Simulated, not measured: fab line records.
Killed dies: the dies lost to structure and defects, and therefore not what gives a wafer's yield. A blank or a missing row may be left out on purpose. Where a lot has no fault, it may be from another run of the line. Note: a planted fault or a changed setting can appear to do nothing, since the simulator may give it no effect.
Comparing a struck lot with a sound one + flow n5-finfet + 26 steps out of a route of 1938
Sound: the wafers L307.3, L307.5, L307.6. Wafers L308.1, L308.3, L308.4 were the ones struck. At the end, the cause is stated.
At each step with rows: each side's tool, then ch and its chambers, then its first start. Under that, the readings that differ: sound wafers + struck wafers + difference of the means + sigmas: that difference in standard deviations of wafers without a fault.
alike: a reading whose means differ by less than 2 such deviations, as well as words and numbers matching on both sides. not compared: withheld readings; readings where some wafer has no value; bounds like >300 that might hide an equal value; numbers whose values overlap and for which the record gives no deviation.
The two part at a step that has a row with sigmas, a row that says differs or no value, or rows on one side only. Non-overlapping numbers with no deviation appear without sigmas and do not part them. Lack of a reading on every wafer of one side parts them only where that side has two or more wafers.

N5_PASSIVATION_OVL_MEAS_60:
  sound on overlay-02 ch 0, day 14 16:49; struck on overlay-01 ch 0, day 15 02:52
  alike: TV_OVL
N5_PASSIVATION_INSPECT_61: inspects for defects (macro).
  sound on defect-inspect-02 at day 14 16:51; struck on defect-inspect-01 at day 15 02:53
  alike: raw-defect-count
N5_PASSIVATION_DESCUM_12: chemistry O2, time 7.9 s.
  sound on rie-diel-01 ch 0,3, day 14 17:01; struck on rie-diel-05 ch 1,2,3, day 15 02:55
  alike: bias-power-w, drypump-motor-current-A, oes-product-au, rf-vpp-V, showerhead-plenum-p-Torr, throttle-valve-pct
  not compared: rf-hours-counter-h
N5_PASSIVATION_PASS_ETCH_74: etches SiNx in CF4/O2, target depth 220 nm, time 110 s.
  sound on rie-diel-01 ch 0,3, day 14 17:05; struck on rie-diel-05 ch 1,2,3, day 15 02:59
  alike: drypump-motor-current-A, oes-product-au, rf-vpp-V, showerhead-plenum-p-Torr, throttle-valve-pct
  not compared: rf-hours-counter-h
then, 1 step without rows for these wafers: N5_PASSIVATION_VIA_ETCH_13 (etches SiO2 in CHF3/O2, target depth 660 nm, time 330 s).
N5_PASSIVATION_STRIP_14: strips in O2.
  sound on rie-diel-01 ch 0,3, day 14 17:22; struck on rie-diel-05 ch 1,2,3, day 15 03:17
  alike: drypump-motor-current-A, oes-product-au, rf-vpp-V, showerhead-plenum-p-Torr, throttle-valve-pct
  not compared: rf-hours-counter-h
then, 4 steps without rows for these wafers: N5_PASSIVATION_ETCH_15 (etches SiCN in CF4/N2, target depth 75 nm, time 81.2 s); N5_PASSIVATION_STRIP_73 (strips in post etch residue remover, time 60 s); N5_PASSIVATION_SRD_17 (time 30 s, dry time 30 s); N5_PASSIVATION_DEGAS_18 (time 60 s).
N5_PASSIVATION_PRE_CLEAN_19:
  sound on pvd-sputter-03 at day 14 17:52; struck on pvd-sputter-01 at day 15 03:44
  alike: heater-power-w
then, 1 step without rows for these wafers: N5_PASSIVATION_SPUTTER_20 (material TaN, target thk 50 nm).
N5_PASSIVATION_AL_DEP_21: deposits Al, target thk 2800 nm, time 170 s.
  sound on pvd-sputter-03 at day 14 18:00; struck on pvd-sputter-01 at day 15 03:53
  alike: substrate-temp-c, throttle-valve-pct
then, 8 steps without rows for these wafers: N5_PASSIVATION_HMDS_23 (time 60 s); N5_PASSIVATION_COAT_24; N5_PASSIVATION_EBR_26; N5_PASSIVATION_SOFTBAKE_25 (time 90 s); N5_PASSIVATION_EXPOSE_27 (exposes mask PAD, defocus 0 nm); N5_PASSIVATION_PEB_28; N5_PASSIVATION_DEVELOP_29 (develop time 60 s); N5_PASSIVATION_HARDBAKE_31 (time 120 s).
N5_PASSIVATION_CD_MEAS_30 targets a cd of 4000 nm.
  sound on cd-sem-02 ch 0, day 14 18:36; struck on cd-sem-03 ch 0, day 15 04:29
| reading    | sound                | struck               | difference | sigmas |
|------------|----------------------|----------------------|------------|--------|
| cd-nm (nm) | 4002.2 4000.9 4001.5 | 3997.4 3998.1 3997.4 | -3.9       | -2     |
N5_PASSIVATION_OVL_MEAS_63:
  sound on overlay-01 ch 0, day 14 18:38; struck on overlay-01 ch 0, day 15 04:31
  alike: PAD_OVL
N5_PASSIVATION_INSPECT_64: inspects for defects (macro).
  sound on defect-inspect-01 at day 14 18:39; struck on defect-inspect-02 at day 15 04:32
| reading          | sound | struck         | difference | sigmas |
|------------------|-------|----------------|------------|--------|
| raw-defect-count | 3 4 4 | >300 >300 >300 | differs    |        |
N5_PASSIVATION_DESCUM_32: chemistry O2, time 7.9 s.
  sound on rie-diel-02 ch 0,1,3, day 14 18:41; struck on rie-diel-06 ch 0,1,2, day 15 04:34
| reading               | sound          | struck         | difference | sigmas |
|-----------------------|----------------|----------------|------------|--------|
| oes-product-au (a.u.) | 0.95 0.91 0.82 | 0.68 0.74 0.70 | -0.19      | -3     |
  alike: bias-power-w, drypump-motor-current-A, rf-vpp-V, showerhead-plenum-p-Torr, throttle-valve-pct
  not compared: rf-hours-counter-h
N5_PASSIVATION_PROBE_49:
  sound on prober-01 at day 15 00:20; struck on prober-01 at day 15 09:38
| reading                  | sound          | struck         | difference | sigmas |
|--------------------------|----------------|----------------|------------|--------|
| defect-limited-yield (%) | 90.9 89.1 91.5 | 85.7 79.2 80.4 | -8.7       | -7     |
| killed-at-other          | 1 3 2          | 80 146 140     | +120       | +46    |
| killed-dies              | 107 129 100    | 169 245 231    | +103       | +7     |
| sort_bin_5_function (%)  | 5.3 6.4 5.3    | 7.9 13.0 12.3  | +5.4       | +7     |
| sort-n-pass              | 1073 1051 1080 | 1011 935 949   | -103       | -7     |
| sort-yield-pct (%)       | 90.9 89.1 91.5 | 85.7 79.2 80.4 | -8.7       | -7     |
  alike: killed_at_M0_to_M3, killed_at_M4_up, killed-at-contacts, killed-at-front-end, killed-open, killed-short, sort_bin_6_memory

WHERE THEY PART
Earliest at N5_PASSIVATION_CD_MEAS_30; latest, in this record, at N5_PASSIVATION_PROBE_49.

WHY: what the simulator had put in
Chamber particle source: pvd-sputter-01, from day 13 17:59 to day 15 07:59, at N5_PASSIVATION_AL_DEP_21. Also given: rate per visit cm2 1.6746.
